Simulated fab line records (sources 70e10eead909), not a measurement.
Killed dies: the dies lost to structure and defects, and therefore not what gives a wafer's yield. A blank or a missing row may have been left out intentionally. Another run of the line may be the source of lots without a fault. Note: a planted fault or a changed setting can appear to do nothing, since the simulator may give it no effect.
fab line records	flow nand-harc
record lots=24	wafers=72	last-day=24
route steps=1159 shown P_BONDPAD@367 A_SOURCE_PLATE@416 A_CHANNEL_FILL_D1@513 A_STAIRCASE@562
lots untouched by any fault: they come from a run of this same line in which no faults occurred
start-h: hours from the record's first day to the start of the lot's first wafer shown	wait-h: how many hours have passed since the lot's step before this one	" repeats the value in the row above	L1.1+2: several wafers, shown together as one row	- no value, or no start was given	* or withheld: withheld	< > ~ a bound
route shown NAME@n: a module of which the file shows steps, and the number in the route of the first	usual: average and standard deviation across the fault-free wafers	same: alike in all rows	chamber/n: place in a boat	sites: per-site readings	_std_site: how widely they spread, as a standard deviation	_edge_site: mean of outer sites minus mean of inner sites	radius-mm: for every site, how far away it sits from the centre of the wafer	mask NAME#n: copy n	behind: tool/chamber where the wafer was last shaped	hold: why the lot was held/for how many hours/how that ended	device: the n, p or np transistor that did not switch	end of line: the route-end tests of the same wafers	step lacking rows: just its recipe	killed: dies that structure and defects cost at the first sort, which is not the same as the wafer's yield	map: the dies of a wafer, with x for killed, . for not killed, _ for no die there
set.NAME: the setting the step ran with; set.NAME@STEP: the setting that earlier step ran with	model.NAME: the simulator's own value behind a step, which no gauge read
one table for each step of the route and one row for each wafer, over a sample of lots
services: from which hour (start-h, from the record's first day; less than 0 if before it) a tool's chamber was out of use, for how many hours, and why
## steps
# step NHARC_P_BONDPAD_DESCUM_11
# recipe time-s=3	o2-flow-sccm=200	ar-flow-sccm=0	bias-power-w=0	chemistry=O2
# usual drypump-motor-current-A=5.5/0.49	oes-product-au=1.000/0.0066	rf-vpp-V=57.9/0.88	showerhead-plenum-p-Torr=1.96/0.084	throttle-valve-pct=11.312/0.0082
lot.wafer	tool	chamber	start-h	wait-h	drypump-motor-current-A	oes-product-au	rf-hours-counter-h	rf-vpp-V	showerhead-plenum-p-Torr	throttle-valve-pct
L074.3	rie-diel-04	3	132.33	-	6.5	0.999	1	58.7	1.93	11.307
L074.2	"	1	"	"	5.3	1.000	1	58.2	2.05	11.312
L074.6	"	3	"	"	6.5	1.001	-	58.4	1.93	11.292
L076.2	rie-diel-04	2	144.52	-	5.3	0.998	3	57.9	1.92	11.317
L076.5	"	1	"	"	5.2	1.005	-	57.3	2.05	11.314
L076.6	"	2	"	"	5.3	1.008	-	58.1	1.92	11.336
L075.4	rie-diel-04	2	145.50	-	5.3	0.990	3	57.2	1.92	11.311
L075.3	"	1	"	"	5.3	0.994	2	58.4	2.05	11.310
L075.5	"	2	"	"	5.3	1.005	-	58.5	1.92	11.303
L078.3	rie-diel-12	2	152.90	-	4.8	0.993	40	56.1	1.79	11.303
L078.4	"	1	"	"	5.2	0.998	42	58.4	2.03	11.320
L078.5	"	3	"	"	5.3	1.003	-	58.9	1.77	11.302
L077.3	rie-diel-04	2	157.41	-	5.3	0.993	4	56.3	1.92	11.299
L077.6	"	0	"	"	5.4	0.985	-	58.7	2.03	11.305
L077.5	"	1	"	"	5.3	0.996	-	58.3	2.05	11.319
L080.1	rie-diel-04	2	158.43	-	5.3	0.997	4	57.5	1.92	11.319
L080.6	"	3	"	"	6.5	0.993	-	56.2	1.93	11.300
L080.5	"	0	"	"	5.3	1.001	-	57.9	2.03	11.323
L079.3	rie-diel-04	3	158.99	-	6.5	1.004	4	57.3	1.93	11.310
L079.2	"	0	"	"	5.3	0.995	4	58.1	2.03	11.297
L079.6	"	2	"	"	5.3	0.997	-	58.0	1.92	11.299
L081.1	rie-diel-04	2	169.90	-	5.3	1.002	6	57.2	1.92	11.321
L081.2	"	3	"	"	6.5	0.996	6	58.1	1.93	11.293
L081.6	"	2	"	"	5.3	0.991	-	57.7	1.92	11.324
L083.3	rie-diel-04	1	179.65	-	5.2	0.994	6	57.6	2.05	11.307
L083.2	"	2	"	"	5.3	0.985	7	58.9	1.92	11.321
L083.4	"	0	"	"	5.4	0.990	7	58.5	2.03	11.319
L082.2	rie-diel-04	0	184.93	-	5.3	0.997	7	58.2	2.03	11.303
L082.4	"	2	"	"	5.3	0.998	8	57.5	1.92	11.302
L082.6	"	1	"	"	5.3	1.002	-	59.9	2.05	11.321
L084.1	rie-diel-12	3	193.96	-	5.4	1.013	55	55.5	1.77	11.308
L084.5	"	3	"	"	5.4	1.002	-	57.5	1.76	11.304
L084.6	"	0	"	"	5.6	0.997	-	57.3	1.77	11.307
L087.2	rie-diel-04	2	207.31	-	5.3	0.985	9	57.5	1.92	11.312
L087.3	"	3	"	"	6.5	1.001	9	57.1	1.93	11.322
L087.5	"	1	"	"	5.2	0.989	-	60.0	2.05	11.320
L085.1	rie-diel-04	2	207.82	-	5.3	1.003	10	57.3	1.92	11.316
L085.6	"	1	"	"	5.2	0.992	-	58.0	2.04	11.302
L085.5	"	2	"	"	5.3	0.997	-	56.3	1.92	11.310
L086.2	rie-diel-04	3	208.71	-	6.5	1.006	10	58.0	1.93	11.300
L086.3	"	0	"	"	5.4	0.998	9	57.3	2.03	11.322
L086.5	"	1	"	"	5.3	0.998	-	59.0	2.05	11.310
L089.3	rie-diel-04	0	223.21	-	5.3	1.011	11	56.8	2.03	11.318
L089.2	"	2	"	"	5.3	0.994	11	56.7	1.92	11.313
L089.5	"	0	"	"	5.4	0.999	-	59.7	2.03	11.320
L088.4	rie-diel-04	2	223.73	-	5.3	1.000	11	58.0	1.92	11.315
L088.2	"	3	"	"	6.5	1.002	12	57.6	1.93	11.305
L088.5	"	0	"	"	5.3	1.006	-	57.3	2.03	11.313
L091.1	rie-diel-10	3	229.16	-	5.0	0.997	14	57.3	1.89	11.313
L091.5	"	1	"	"	5.8	1.001	-	57.4	1.81	11.296
L091.6	"	2	"	"	5.3	0.990	-	57.1	1.81	11.320
L090.1	rie-diel-04	2	229.86	-	5.3	1.009	12	57.5	1.92	11.312
L090.3	"	1	"	"	5.2	1.002	11	58.9	2.04	11.315
L090.5	"	3	"	"	6.5	1.006	-	57.8	1.93	11.318
L093.2	rie-diel-04	3	236.47	-	6.5	1.005	12	57.9	1.93	11.294
L093.3	"	0	"	"	5.4	1.000	12	58.5	2.03	11.319
L093.6	"	3	"	"	6.5	1.001	-	57.4	1.93	11.309
L092.1	rie-diel-12	3	236.68	-	5.4	1.010	9	58.1	2.07	11.309
L092.4	"	1	"	"	5.2	0.998	8	59.9	2.02	11.298
L092.6	"	0	"	"	5.5	0.999	-	59.1	2.07	11.302
L094.3	rie-diel-12	1	248.77	-	5.2	1.017	13	58.4	2.02	11.316
L094.1	"	3	"	"	5.4	1.006	12	59.0	2.07	11.302
L094.5	"	1	"	"	5.2	1.006	-	57.9	2.02	11.321
L095.3	rie-diel-04	1	253.88	-	5.2	0.989	13	59.2	2.04	11.312
L095.6	"	1	"	"	5.3	1.000	-	57.8	2.04	11.321
L095.5	"	2	"	"	5.3	0.997	-	55.9	1.92	11.310
L096.3	rie-diel-04	0	254.65	-	5.3	0.994	14	58.1	2.03	11.317
L096.2	"	1	"	"	5.3	0.994	13	58.4	2.04	11.317
L096.1	"	2	"	"	5.3	0.986	14	58.5	1.92	11.326
L097.3	rie-diel-04	1	271.26	-	5.2	1.008	14	58.6	2.04	11.315
L097.2	"	2	"	"	5.3	1.000	15	57.7	1.92	11.306
L097.5	"	1	"	"	5.2	0.994	-	59.9	2.04	11.325
# step NHARC_A_SOURCE_PLATE_THK_MEAS_09
# recipe thk-meas-gauge=ellipsometry
# usual thk-nm=9.6/1.1
lot.wafer	tool	chamber	start-h	wait-h	thk-nm
L074.2	film-metro-02	-	145.27	0.4	8.9
L074.3	"	-	"	"	9.3
L074.6	"	-	"	"	9.4
L076.2	film-metro-02	-	157.99	0.4	9.7
L076.5	"	-	"	"	8.4
L076.6	"	-	"	"	8.8
L075.3	film-metro-01	-	157.99	0.4	11.5
L075.4	"	-	"	"	9.5
L075.5	"	-	"	"	10.0
L078.3	film-metro-01	-	168.38	0.4	9.6
L078.4	"	-	"	"	10.2
L078.5	"	-	"	"	10.8
L077.3	film-metro-02	-	168.38	0.4	9.7
L077.5	"	-	"	"	7.6
L077.6	"	-	"	"	8.7
L080.1	film-metro-01	-	168.38	0.4	10.3
L080.5	"	-	"	"	9.8
L080.6	"	-	"	"	10.8
L079.2	film-metro-02	-	172.08	0.4	10.7
L079.3	"	-	"	"	9.9
L079.6	"	-	"	"	9.0
L081.1	film-metro-01	-	183.25	0.4	10.2
L081.2	"	-	"	"	8.1
L081.6	"	-	"	"	10.0
L083.2	film-metro-02	-	192.68	0.4	11.0
L083.3	"	-	"	"	10.2
L083.4	"	-	"	"	10.3
L082.2	film-metro-01	-	197.41	0.4	9.5
L082.4	"	-	"	"	9.6
L082.6	"	-	"	"	8.1
L084.1	film-metro-01	-	208.84	0.4	8.8
L084.5	"	-	"	"	8.6
L084.6	"	-	"	"	10.5
L087.2	film-metro-01	-	221.14	0.4	8.4
L087.3	"	-	"	"	8.3
L087.5	"	-	"	"	10.9
L086.2	film-metro-02	-	221.14	0.4	9.2
L086.3	"	-	"	"	10.8
L086.5	"	-	"	"	8.1
L085.1	film-metro-01	-	221.15	0.4	7.3
L085.5	"	-	"	"	9.8
L085.6	"	-	"	"	8.8
L089.2	film-metro-01	-	238.00	0.4	9.6
L089.3	"	-	"	"	11.3
L089.5	"	-	"	"	11.0
L088.2	film-metro-02	-	238.00	0.4	8.9
L088.4	"	-	"	"	9.9
L088.5	"	-	"	"	9.4
L091.1	film-metro-01	-	241.85	0.4	10.6
L091.5	"	-	"	"	8.1
L091.6	"	-	"	"	8.3
L090.1	film-metro-02	-	241.85	0.4	9.4
L090.3	"	-	"	"	11.0
L090.5	"	-	"	"	7.4
L092.1	film-metro-02	-	248.86	0.4	8.8
L092.4	"	-	"	"	7.9
L092.6	"	-	"	"	9.0
L093.2	film-metro-01	-	248.86	0.4	7.3
L093.3	"	-	"	"	8.6
L093.6	"	-	"	"	10.0
L094.1	film-metro-02	-	261.56	0.4	9.5
L094.3	"	-	"	"	11.0
L094.5	"	-	"	"	8.7
L096.1	film-metro-01	-	266.75	0.4	8.3
L096.2	"	-	"	"	10.8
L096.3	"	-	"	"	10.6
L095.3	film-metro-02	-	266.75	0.4	9.4
L095.5	"	-	"	"	9.7
L095.6	"	-	"	"	10.5
L097.2	film-metro-01	-	283.74	0.4	10.1
L097.3	"	-	"	"	8.5
L097.5	"	-	"	"	9.0
# step NHARC_A_CHANNEL_FILL_D1_CMP_10
# recipe target-thk-nm=150
# usual edge-zone-pressure-frac=1.000/0.005	motor-current-A=13.1/1.6	time-to-endpoint-s=15.7/2.1
lot.wafer	tool	chamber	start-h	wait-h	edge-zone-pressure-frac	motor-current-A	time-to-endpoint-s
L074.3	cmp-01	3	242.63	0.4	1.000	13.1	17.4
L074.2	"	2	"	"	1.010	11.8	15.4
L074.6	"	3	"	"	0.994	12.8	19.8
L075.3	cmp-04	3	246.87	0.4	1.000	11.9	17.3
L075.4	"	1	"	"	1.004	15.7	16.7
L075.5	"	3	"	"	0.997	10.9	16.8
L076.2	cmp-03	1	246.90	0.4	1.007	13.7	17.3
L076.5	"	1	"	"	1.009	14.4	19.0
L076.6	"	2	"	"	1.001	10.3	14.4
L079.2	cmp-01	0	254.01	0.4	1.005	13.4	15.9
L079.3	"	2	"	"	0.995	11.7	14.5
L079.6	"	1	"	"	1.000	12.9	15.7
L077.3	cmp-04	1	254.06	0.4	0.999	15.8	14.2
L077.6	"	3	"	"	0.992	11.9	14.2
L077.5	"	0	"	"	1.012	15.4	14.3
L078.3	cmp-04	3	257.53	0.4	1.003	12.9	14.2
L078.4	"	1	"	"	1.000	15.2	14.4
L078.5	"	3	"	"	1.005	12.3	14.6
L080.1	cmp-01	0	257.58	0.4	1.001	13.6	11.3
L080.5	"	2	"	"	0.993	11.4	16.0
L080.6	"	3	"	"	1.003	12.9	16.3
L081.1	cmp-03	1	271.38	0.4	0.999	12.7	11.4
L081.2	"	3	"	"	1.001	13.3	17.2
L081.6	"	0	"	"	0.999	14.9	14.7
L083.4	cmp-01	3	284.33	0.4	1.003	12.3	16.2
L083.2	"	0	"	"	1.005	13.8	10.7
L083.3	"	1	"	"	1.004	12.8	15.6
L082.4	cmp-03	0	284.33	0.4	0.997	14.6	17.8
L082.2	"	1	"	"	1.011	13.4	19.4
L082.6	"	0	"	"	0.999	15.4	18.3
L084.1	cmp-04	0	297.49	0.4	1.002	15.4	15.8
L084.5	"	2	"	"	0.993	11.2	17.3
L084.6	"	3	"	"	0.992	12.0	15.4
L087.3	cmp-03	2	305.96	0.4	0.998	10.5	15.4
L087.2	"	1	"	"	1.007	14.1	18.7
L087.5	"	3	"	"	0.995	14.0	16.6
L086.2	cmp-01	2	305.98	0.4	1.000	12.0	11.8
L086.3	"	3	"	"	1.005	13.2	16.4
L086.5	"	2	"	"	0.994	11.8	11.6
L085.1	cmp-04	3	306.03	0.5	1.009	11.3	17.7
L085.5	"	0	"	"	0.999	14.6	17.7
L085.6	"	1	"	"	1.003	15.5	16.2
L088.4	cmp-04	2	322.54	0.4	0.993	11.5	16.0
L088.2	"	0	"	"	1.004	15.0	16.9
L088.5	"	3	"	"	0.997	11.7	17.2
L089.2	cmp-03	2	322.56	0.4	0.989	10.4	17.0
L089.3	"	1	"	"	1.001	14.0	19.3
L089.5	"	2	"	"	0.999	10.8	16.4
L090.1	cmp-03	3	327.49	0.4	1.008	14.1	19.7
L090.3	"	1	"	"	1.008	14.1	16.0
L090.5	"	2	"	"	0.996	10.6	15.3
L091.1	cmp-04	2	327.59	0.5	0.994	11.5	15.9
L091.6	"	0	"	"	0.998	15.1	13.7
L091.5	"	1	"	"	0.997	15.1	15.3
L093.2	cmp-04	0	333.84	0.4	1.000	15.0	15.7
L093.3	"	2	"	"	0.994	10.7	14.3
L093.6	"	3	"	"	0.999	11.8	16.3
L092.1	cmp-03	1	333.84	0.4	1.007	14.2	15.2
L092.4	"	2	"	"	1.005	10.0	14.9
L092.6	"	0	"	"	1.005	14.6	16.0
L094.1	cmp-01	1	348.64	0.4	1.000	12.4	16.3
L094.3	"	3	"	"	1.007	13.7	16.3
L094.5	"	1	"	"	0.993	12.6	17.1
L096.1	cmp-04	1	348.65	0.4	1.003	15.0	16.0
L096.3	"	2	"	"	0.999	11.5	15.4
L096.2	"	3	"	"	1.001	12.0	17.7
L095.3	cmp-03	1	348.71	0.4	1.000	14.0	14.0
L095.5	"	3	"	"	1.010	13.8	14.5
L095.6	"	0	"	"	1.000	15.1	13.4
L097.2	cmp-03	0	378.27	0.4	1.001	14.7	14.3
L097.3	"	1	"	"	0.992	14.5	14.9
L097.5	"	3	"	"	0.994	13.6	16.4
# step NHARC_A_CHANNEL_FILL_D1_INSPECT_13
# usual raw-defect-count=309/130
lot.wafer	tool	chamber	start-h	wait-h	raw-defect-count
L074.2	defect-inspect-02	-	243.24	0.1	265
L074.3	"	-	"	"	287
L074.6	"	-	"	"	179
L075.3	defect-inspect-01	-	247.49	0.1	307
L075.4	"	-	"	"	231
L075.5	"	-	"	"	306
L076.2	defect-inspect-02	-	247.66	0.1	267
L076.5	"	-	"	"	375
L076.6	"	-	"	"	445
L079.2	defect-inspect-02	-	254.63	0.1	445
L079.3	"	-	"	"	333
L079.6	"	-	"	"	350
L077.3	defect-inspect-01	-	254.63	0.1	169
L077.5	"	-	"	"	435
L077.6	"	-	"	"	216
L080.1	defect-inspect-02	-	258.14	0.2	420
L080.5	"	-	"	"	290
L080.6	"	-	"	"	215
L078.3	defect-inspect-01	-	258.14	0.1	493
L078.4	"	-	"	"	369
L078.5	"	-	"	"	753
L081.1	defect-inspect-02	-	271.98	0.2	173
L081.2	"	-	"	"	258
L081.6	"	-	"	"	147
L083.2	defect-inspect-02	-	284.92	0.1	448
L083.3	"	-	"	"	308
L083.4	"	-	"	"	217
L082.2	defect-inspect-01	-	284.98	0.1	239
L082.4	"	-	"	"	324
L082.6	"	-	"	"	312
L084.1	defect-inspect-02	-	298.19	0.2	309
L084.5	"	-	"	"	286
L084.6	"	-	"	"	208
L085.1	defect-inspect-01	-	306.61	0.2	350
L085.5	"	-	"	"	238
L085.6	"	-	"	"	388
L087.2	defect-inspect-01	-	306.79	0.1	542
L087.3	"	-	"	"	472
L087.5	"	-	"	"	796
L086.2	defect-inspect-01	-	306.96	0.1	336
L086.3	"	-	"	"	369
L086.5	"	-	"	"	237
L088.2	defect-inspect-01	-	323.21	0.1	301
L088.4	"	-	"	"	369
L088.5	"	-	"	"	230
L089.2	defect-inspect-01	-	323.40	0.2	307
L089.3	"	-	"	"	153
L089.5	"	-	"	"	365
L090.1	defect-inspect-02	-	328.11	0.2	171
L090.3	"	-	"	"	427
L090.5	"	-	"	"	354
L091.1	defect-inspect-02	-	328.17	0.2	222
L091.5	"	-	"	"	184
L091.6	"	-	"	"	148
L093.2	defect-inspect-02	-	334.42	0.1	147
L093.3	"	-	"	"	422
L093.6	"	-	"	"	131
L092.1	defect-inspect-02	-	334.60	0.2	173
L092.4	"	-	"	"	260
L092.6	"	-	"	"	319
L094.1	defect-inspect-02	-	349.35	0.2	273
L094.3	"	-	"	"	334
L094.5	"	-	"	"	257
L096.1	defect-inspect-01	-	349.52	0.2	300
L096.2	"	-	"	"	414
L096.3	"	-	"	"	325
L095.3	defect-inspect-02	-	349.66	0.1	251
L095.5	"	-	"	"	239
L095.6	"	-	"	"	299
L097.2	defect-inspect-01	-	378.83	0.1	251
L097.3	"	-	"	"	436
L097.5	"	-	"	"	439
# step NHARC_A_STAIRCASE_ETCH_25
# recipe target-depth-a=1000	time-s=40.5	ion-energy-ev=400	c4f8-flow-sccm=20	o2-flow-sccm=10	ar-flow-sccm=withheld	rf-w=600	bias-w=1000	chemistry=C4F8/O2
# usual oes-product-au=0.944/0.0092	rf-vpp-V=895/6.5
lot.wafer	tool	chamber	start-h	wait-h	oes-product-au	rf-hours-counter-h	rf-vpp-V
L074.3	rie-diel-10	1	-	-	0.949	25	890
L074.2	"	3	"	"	0.947	20	895
L074.6	"	0	"	"	0.959	-	893
L075.3	rie-diel-01	2	-	-	0.953	36	895
L075.4	"	0	"	"	0.953	36	885
L075.5	"	1	"	"	0.946	-	898
L076.2	rie-diel-12	2	-	-	0.961	12	886
L076.5	"	2	"	"	0.949	-	887
L076.6	"	3	"	"	0.958	-	906
L079.3	rie-diel-12	1	-	-	0.949	17	901
L079.2	"	0	"	"	0.936	19	905
L079.6	"	2	"	"	0.943	-	887
L077.3	rie-diel-01	0	-	-	0.954	39	888
L077.5	"	1	"	"	0.955	-	898
L077.6	"	2	"	"	0.947	-	896
L078.3	rie-diel-10	2	-	-	0.937	29	889
L078.4	"	0	"	"	0.949	-	893
L078.5	"	1	"	"	0.938	-	888
L080.1	rie-diel-10	2	-	-	0.935	29	890
L080.5	"	1	"	"	0.941	-	888
L080.6	"	2	"	"	0.935	-	889
L081.2	rie-diel-10	3	-	-	0.943	26	892
L081.1	"	0	"	"	0.940	39	893
L081.6	"	0	"	"	0.939	-	892
L083.2	rie-diel-10	3	-	-	0.953	30	895
L083.3	"	1	"	"	0.942	41	888
L083.4	"	2	"	"	0.946	-	891
L082.4	rie-diel-12	1	-	-	0.945	31	902
L082.2	"	3	"	"	0.943	29	907
L082.6	"	1	"	"	0.953	-	902
L084.1	rie-diel-12	3	-	-	0.966	33	906
L084.6	"	3	"	"	0.966	-	905
L084.5	"	0	"	"	0.957	-	904
L085.1	rie-diel-01	0	-	-	0.946	58	887
L085.6	"	1	"	"	0.943	-	896
L085.5	"	2	"	"	0.937	-	896
L086.3	rie-diel-10	1	-	-	0.948	49	889
L086.2	"	3	"	"	0.937	37	893
L086.5	"	1	"	"	0.959	-	888
L087.3	rie-diel-12	3	-	-	0.959	38	906
L087.2	"	1	"	"	0.947	38	901
L087.5	"	0	"	"	0.950	-	905
L088.2	rie-diel-01	1	-	-	0.948	2	898
L088.4	"	2	"	"	0.937	2	896
L088.5	"	0	"	"	0.925	-	887
L089.2	rie-diel-01	0	-	-	0.927	4	887
L089.3	"	1	"	"	0.949	3	897
L089.5	"	3	"	"	0.929	-	901
L090.3	rie-diel-10	3	-	-	0.920	47	895
L090.1	"	0	"	"	0.941	58	892
L090.5	"	2	"	"	0.935	-	890
L091.1	rie-diel-01	2	-	-	0.935	4	894
L091.5	"	0	"	"	0.938	-	887
L091.6	"	1	"	"	0.930	-	896
L092.4	rie-diel-10	0	-	-	0.947	60	894
L092.1	"	2	"	"	0.934	60	888
L092.6	"	0	"	"	0.945	-	892
L093.3	rie-diel-10	0	-	-	0.936	61	893
L093.2	"	1	"	"	0.948	61	889
L093.6	"	1	"	"	0.949	-	889
L095.3	rie-diel-12	2	-	-	0.937	51	888
L095.6	"	3	"	"	0.939	-	906
L095.5	"	0	"	"	0.937	-	904
L094.3	rie-diel-12	3	-	-	0.927	54	904
L094.1	"	1	"	"	0.937	56	902
L094.5	"	0	"	"	0.929	-	905
L096.1	rie-diel-01	3	-	-	0.941	15	902
L096.3	"	0	"	"	0.949	16	888
L096.2	"	1	"	"	0.938	15	898
L097.3	rie-diel-10	1	-	-	0.940	9	888
L097.2	"	3	"	"	0.938	7	894
L097.5	"	1	"	"	0.927	-	887
# step NHARC_A_STAIRCASE_TRIM_26
# recipe time-s=211.2	o2-flow-sccm=500	ar-flow-sccm=0	bias-w=0	chemistry=O2
# usual drypump-motor-current-A=5.6/0.5	oes-product-au=1.001/0.0064	rf-vpp-V=57.6/0.87	showerhead-plenum-p-Torr=3.50/0.17	throttle-valve-pct=17.036/0.009
lot.wafer	tool	chamber	start-h	wait-h	drypump-motor-current-A	oes-product-au	rf-hours-counter-h	rf-vpp-V	showerhead-plenum-p-Torr	throttle-valve-pct
L074.3	rie-diel-10	3	-	-	5.0	0.995	20	58.0	3.48	17.029
L074.2	"	1	"	"	5.9	1.007	25	56.7	3.34	17.037
L074.6	"	0	"	"	5.6	1.008	-	58.7	3.44	17.036
L075.3	rie-diel-01	0	-	-	6.4	1.004	36	57.3	3.30	17.022
L075.4	"	3	"	"	6.3	0.998	35	57.0	3.70	17.033
L075.5	"	1	"	"	5.7	0.998	-	56.6	3.58	17.049
L076.2	rie-diel-12	1	-	-	5.2	1.009	14	58.6	3.70	17.036
L076.5	"	0	"	"	5.5	1.009	-	59.2	3.80	17.057
L076.6	"	1	"	"	5.2	1.010	-	58.5	3.70	17.034
L079.3	rie-diel-12	2	-	-	4.8	0.998	15	56.9	3.30	17.040
L079.2	"	3	"	"	5.4	1.009	16	59.3	3.80	17.037
L079.6	"	3	"	"	5.4	0.997	-	57.7	3.80	17.033
L077.3	rie-diel-01	1	-	-	5.7	1.009	41	58.7	3.58	17.023
L077.6	"	0	"	"	6.3	0.998	-	57.7	3.30	17.034
L077.5	"	1	"	"	5.7	1.001	-	59.3	3.58	17.027
L078.3	rie-diel-10	0	-	-	5.6	1.011	33	57.0	3.44	17.030
L078.5	"	0	"	"	5.6	1.005	-	59.1	3.44	17.040
L078.4	"	1	"	"	5.9	1.002	-	57.1	3.34	17.041
L080.1	rie-diel-10	2	-	-	5.3	0.995	29	58.1	3.35	17.032
L080.6	"	0	"	"	5.6	1.010	-	57.7	3.44	17.035
L080.5	"	1	"	"	5.9	1.001	-	57.4	3.34	17.021
L081.2	rie-diel-10	1	-	-	5.8	1.006	36	57.2	3.33	17.018
L081.1	"	3	"	"	5.0	0.996	26	57.0	3.48	17.026
L081.6	"	0	"	"	5.6	1.004	-	58.0	3.44	17.034
L083.2	rie-diel-10	1	-	-	5.9	1.006	41	56.1	3.33	17.041
L083.3	"	3	"	"	5.0	1.004	30	57.4	3.48	17.044
L083.4	"	2	"	"	5.3	1.005	-	58.1	3.34	17.034
L082.2	rie-diel-12	0	-	-	5.6	0.993	32	58.1	3.79	17.043
L082.4	"	2	"	"	4.8	0.998	26	56.9	3.30	17.042
L082.6	"	0	"	"	5.6	0.995	-	58.3	3.79	17.042
L084.1	rie-diel-12	1	-	-	5.2	1.005	35	58.6	3.69	17.032
L084.6	"	0	"	"	5.5	0.988	-	57.7	3.79	17.043
L084.5	"	1	"	"	5.2	1.009	-	57.2	3.69	17.039
L085.1	rie-diel-01	2	-	-	6.7	0.981	58	56.9	3.52	17.035
L085.6	"	1	"	"	5.7	0.999	-	58.6	3.57	17.034
L085.5	"	2	"	"	6.6	0.997	-	57.8	3.52	17.038
L086.3	rie-diel-10	3	-	-	5.0	0.993	37	56.6	3.47	17.033
L086.2	"	1	"	"	5.8	1.007	49	56.7	3.33	17.018
L086.5	"	2	"	"	5.3	0.992	-	57.3	3.34	17.029
L087.3	rie-diel-12	1	-	-	5.2	1.015	38	57.6	3.69	17.036
L087.2	"	2	"	"	4.9	0.999	35	57.5	3.29	17.027
L087.5	"	1	"	"	5.2	1.005	-	56.9	3.69	17.040
L088.4	rie-diel-01	1	-	-	5.7	1.013	2	58.1	3.57	17.036
L088.2	"	3	"	"	6.3	0.994	3	57.1	3.68	17.045
L088.5	"	0	"	"	6.4	0.992	-	59.3	3.29	17.043
L089.3	rie-diel-01	3	-	-	6.3	0.996	3	60.4	3.68	17.037
L089.2	"	0	"	"	6.4	0.987	4	58.3	3.29	17.037
L089.5	"	1	"	"	5.7	1.005	-	57.4	3.57	17.032
L090.1	rie-diel-10	3	-	-	5.0	0.992	47	58.1	3.47	17.014
L090.3	"	1	"	"	5.9	0.998	59	56.8	3.32	17.040
L090.5	"	3	"	"	5.0	1.000	-	59.4	3.47	17.024
L091.1	rie-diel-01	2	-	-	6.6	1.010	4	58.1	3.52	17.045
L091.5	"	1	"	"	5.7	1.005	-	57.7	3.56	17.032
L091.6	"	2	"	"	6.6	0.997	-	57.0	3.52	17.030
L092.1	rie-diel-10	1	-	-	5.9	0.991	61	57.9	3.32	17.037
L092.4	"	3	"	"	5.0	0.994	50	58.2	3.47	17.029
L092.6	"	0	"	"	5.6	0.999	-	55.9	3.43	17.027
L093.2	rie-diel-10	0	-	-	5.6	1.002	61	56.0	3.43	17.029
L093.3	"	2	"	"	5.3	0.997	60	57.2	3.33	17.032
L093.6	"	0	"	"	5.6	1.000	-	58.0	3.43	17.033
L095.3	rie-diel-12	0	-	-	5.6	1.002	57	58.1	3.77	17.034
L095.5	"	1	"	"	5.2	1.000	-	58.0	3.68	17.034
L095.6	"	2	"	"	4.9	0.993	-	56.9	3.28	17.029
L094.3	rie-diel-12	0	-	-	5.5	1.006	58	57.6	3.77	17.032
L094.1	"	1	"	"	5.2	0.999	56	57.1	3.68	17.039
L094.5	"	0	"	"	5.6	1.004	-	58.1	3.77	17.041
L096.3	rie-diel-01	0	-	-	6.3	0.999	16	57.0	3.28	17.043
L096.2	"	1	"	"	5.6	1.006	15	56.8	3.56	17.036
L096.1	"	2	"	"	6.7	1.001	15	57.5	3.51	17.031
L097.2	rie-diel-10	2	-	-	5.3	0.997	9	56.1	3.33	17.024
L097.3	"	0	"	"	5.6	1.010	7	58.3	3.42	17.038
L097.5	"	1	"	"	5.9	1.000	-	57.6	3.31	17.036
## services
tool	chamber	start-h	hours	kind
rie-diel-04	-	111.90	9.0	pm
rie-diel-12	0	116.79	6.0	repair
cmp-03	-	126.18	1.3	repair
rie-diel-01	-	137.80	9.0	pm
rie-diel-10	1	145.28	9.9	repair
cmp-03	-	156.16	4.0	pm
cmp-03	-	163.31	1.1	repair
rie-diel-04	1	164.15	6.1	repair
cmp-04	-	165.70	1.1	repair
cmp-03	-	166.27	9.4	repair
rie-diel-10	-	177.21	9.0	pm
rie-diel-10	3	190.81	8.8	repair
rie-diel-12	-	202.42	9.0	pm
cmp-04	-	203.08	4.0	pm
rie-diel-12	2	285.43	4.8	repair
rie-diel-04	-	288.90	9.0	pm
rie-diel-04	2	298.23	2.7	repair
rie-diel-01	-	314.99	9.0	pm
rie-diel-12	3	334.04	1.7	repair
rie-diel-10	-	354.21	9.0	pm
rie-diel-10	0	368.20	1.4	repair
rie-diel-01	-	370.63	0.4	repair
rie-diel-04	1	372.98	6.7	repair
rie-diel-12	-	379.62	9.0	pm
## key
fault none
